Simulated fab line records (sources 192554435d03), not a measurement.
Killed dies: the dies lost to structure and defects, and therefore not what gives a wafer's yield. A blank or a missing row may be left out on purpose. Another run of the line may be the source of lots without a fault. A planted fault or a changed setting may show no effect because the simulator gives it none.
Matching of chambers ; flow n5Finfet ; N5_HKMG_FIN_STRIP_57 on rieDiel-01 has 4 sister chambers
The step strips in CF4. 14 wafers are shown with their chamber, then 7 later ones without.

== EACH WAFER AND ITS CHAMBER ==
wafer;chamber;drypumpMotorCurrentA (A);throttleValvePct (%);oesProductAu (a.u.)
L192.1;0;5.3;13.39;0.90
L192.2;1;5.4;13.33;0.84
L192.5;2;5.1;13.47;0.82
L193.2;0;5.3;13.41;0.89
L193.3;2;5.2;13.49;0.81
L193.6;2;5.1;13.50;0.80
L194.2;3;6.2;13.04;0.83
L194.3;2;5.2;13.48;0.80
L194.5;1;5.4;13.34;0.83
L195.1;3;6.2;13.07;0.83
L195.3;0;5.3;13.42;0.88
L195.6;1;5.5;13.34;0.83
L197.1;2;5.2;13.50;0.81
L197.2;3;6.2;13.06;0.82

SIGNATURES, as means of the wafers listed above
reading;chamber 0;chamber 1;chamber 2;chamber 3;scatter within a chamber
drypumpMotorCurrentA;5.300;5.433;5.160;6.200;0.0432
throttleValvePct;13.4067;13.3367;13.4880;13.0567;0.013
oesProductAu;0.8900;0.8333;0.8080;0.8267;0.00783
Rule: distance of a wafer from a chamber = root of the sum over the readings of ((wafer's reading minus chamber's mean) / reading's scatter) squared. If the next closest chamber is less than 2 further off than the closest, the wafer can't be placed; otherwise it belongs to the closest. How the scatter is found: for the shown wafers, subtract from each reading the mean of its chamber, square and add these, divide the total by (wafers less chambers), then take the root.

== WAFERS MISSING THEIR CHAMBER ==
wafer;drypumpMotorCurrentA (A);throttleValvePct (%);oesProductAu (a.u.)
L197.6;5.2;13.50;0.80
L208.1;6.2;13.12;0.80
L208.4;5.3;13.48;0.85
L208.5;5.1;13.53;0.78
L211.3;6.2;13.13;0.80
L211.5;5.3;13.48;0.84
L211.6;5.4;13.43;0.79

== WHICH CHAMBER EACH WENT THROUGH ==
wafer;from the rows above;in truth
L197.6;2;2
L208.1;3;3
L208.4;can't be placed: 2 or 0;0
L208.5;2;2
L211.3;3;3
L211.5;2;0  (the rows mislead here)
L211.6;can't be placed: 2 or 1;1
Placed correctly: 4 of 7. These rows do not allow placing 2 (true chamber among the candidates in 2). Placed wrongly: 1.
